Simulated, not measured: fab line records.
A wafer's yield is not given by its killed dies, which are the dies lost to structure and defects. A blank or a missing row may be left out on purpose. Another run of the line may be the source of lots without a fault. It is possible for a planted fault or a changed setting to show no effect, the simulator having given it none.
Lot-split experiment | flow n5Finfet | 21 wafers read across 7 lots, on a route 1938 steps long

ABOUT THE SPLIT
At N5_FIN_SAQP_PECVD_06 (deposits a-Si from SiH4/He, target thk 60 nm, time 48.1 s), the setting timeS was moved away from the recipe's 48.1 s on 5 of the 21 wafers read, by -3.8% to +13.4%. The other wafers ran this setting at the recipe's value.

FROM THE SPLIT TO THE READING: what the file shows between them, 9 steps
- N5_FIN_SAQP_THK_MEAS_07
- N5_FIN_SAQP_DEVELOP_15: develop time 30 s (also split here: developTimeS)
- N5_FIN_SAQP_HM_OPEN_73: chemistry CHF3/O2, target SiO2, stops on a-Si, target depth 12 nm, time 16.8 s
- N5_FIN_SAQP_STRIP_74: strips in CHF3/O2
- N5_FIN_SAQP_MANDREL_ETCH_22: etches a-Si in HBr/Cl2, stops on SiNx, target depth 60 nm, bt time 10 s, time 30 s
- N5_FIN_SAQP_STRIP_55: strips in N2/H2
- N5_FIN_SAQP_STRIP_23: strips in SPM, time 750 s
- N5_FIN_SAQP_RECESS_75: chemistry HF/NH3, target SiO2, target depth 14.4 nm, afs cycles 3, sublimation time 60 s
- N5_FIN_SAQP_SPACER1_ALD_24: deposits SiO2, target thk 20.3 nm, pulse time 1 s, purge time 2 s

THE READING
a-Si_of_FIN_SAQP_PECVD_06.thkNm (the simulator's own value, which no gauge read), in nm, at N5_FIN_SAQP_SPACER1_ETCHBACK_25 (etches SiO2 in CHF3/O2, target depth 24.4 nm, time 12.2 s). There is no usual value for it anywhere in the file. The 16 wafers here that ran the recipe average 59.1 nm, standard deviation 0.71 nm.

wafer  | tool, chamber at the split | timeS as run, s | against the recipe | a-Si_of_FIN_SAQP_PECVD_06.thkNm, nm | against lot-mates on the recipe
L074.1 | pecvd-03, 0                | 48.1            | recipe             | 58.2                                | -
L074.5 | pecvd-03, 1                | 48.1            | recipe             | 60.6                                | -
L074.6 | pecvd-03, 0                | 48.1            | recipe             | 59.2                                | -
L075.2 | pecvd-04, 1                | 46.25           | -3.8%              | 56                                  | -2.8
L075.5 | pecvd-04, 0                | 48.1            | recipe             | 59.2                                | -
L075.6 | pecvd-04, 1                | 48.1            | recipe             | 58.4                                | -
L076.3 | pecvd-03, 1                | 49.94           | +3.8%              | 61.6                                | no lot-mate on the recipe
L076.4 | pecvd-03, 2                | 49.94           | +3.8%              | 62.4                                | no lot-mate on the recipe
L076.5 | pecvd-03, 1                | 49.94           | +3.8%              | 62                                  | no lot-mate on the recipe
L083.1 | pecvd-02, 2                | 48.1            | recipe             | 58.4                                | -
L083.4 | pecvd-02, 2                | 48.1            | recipe             | 59.6                                | -
L083.5 | pecvd-02, 1                | 48.1            | recipe             | 60.2                                | -
L091.3 | pecvd-03, 2                | 48.1            | recipe             | 58.4                                | -
L091.4 | pecvd-03, 0                | 48.1            | recipe             | 59.6                                | -
L091.5 | pecvd-03, 2                | 48.1            | recipe             | 59.8                                | -
L093.2 | pecvd-04, 1                | 48.1            | recipe             | 58.4                                | -
L093.3 | pecvd-04, 0                | 48.1            | recipe             | 59.4                                | -
L093.4 | pecvd-04, 1                | 48.1            | recipe             | 58.6                                | -
L094.1 | pecvd-02, 1                | 54.56           | +13.4%             | 67.2                                | +8.6
L094.2 | pecvd-02, 0                | 48.1            | recipe             | 58.4                                | -
L094.3 | pecvd-02, 2                | 48.1            | recipe             | 58.8                                | -

THE FIT
A straight line over all 21 wafers: a-Si_of_FIN_SAQP_PECVD_06.thkNm changes by +0.645 nm for each +1% of timeS; r = +0.95; the points scatter about the line by 0.72 nm.
The same after taking each lot's own level away (the mean of its wafers on the recipe; 18 wafers): +0.648 nm for each +1%; r = +0.96; scatter 0.65 nm.
That fit puts the effect of the largest move of timeS on the reading at 8.7 nm.
From 58.60 to 59.40 nm: that is the span of the lots' own levels, equal to 1.1 times the standard deviation above.
Hence the lot-to-lot level has little effect on the slope; both slopes agree.
Check: for one of the wafers moved furthest among these (+13.4%), held out of the fit, the line's prediction against its lot-mates is +9.78 nm. It came out at +8.6 nm against them.

OTHER SPLITS APPLIED TO THESE WAFERS
Before the reading, these wafers also passed through other splits. Each is held against what the fit with the lots' levels taken away leaves over:
other split on the same wafers      | wafers away from the commonest value | r with a-Si_of_FIN_SAQP_PECVD_06.thkNm (lot level and that fit taken away)
N5_FIN_SAQP_DEVELOP_15 developTimeS | 5                                    | +0.28

THE WHOLE CHAIN: every reading that the file lists as answering this split, in the file's order
step                            | what it does                                                                       | reading                                                                          | change (the file's fit)               | r (the file's)
N5_FIN_SAQP_PECVD_06            | deposits a-Si from SiH4/He, target thk 60 nm, time 48.1 s                          | a-Si_of_FIN_SAQP_PECVD_06.thkNm (the simulator's own value, which no gauge read) | +0.639 nm for each +1% of the setting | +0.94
N5_FIN_SAQP_THK_MEAS_07         |                                                                                    | thkNm                                                                            | withheld for each +1% of the setting  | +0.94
N5_FIN_SAQP_MANDREL_ETCH_22     | etches a-Si in HBr/Cl2, stops on SiNx, target depth 60 nm, bt time 10 s, time 30 s | etch.depthNm (the simulator's own value, which no gauge read)                    | +0.638 nm for each +1% of the setting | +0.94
N5_FIN_SAQP_SPACER1_ETCHBACK_25 | etches SiO2 in CHF3/O2, target depth 24.4 nm, time 12.2 s                          | a-Si_of_FIN_SAQP_PECVD_06.thkNm (the simulator's own value, which no gauge read) | +0.647 nm for each +1% of the setting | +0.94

FILE'S OWN FIT
a-Si_of_FIN_SAQP_PECVD_06.thkNm changes by +0.647 nm for each +1% of timeS, r = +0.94.
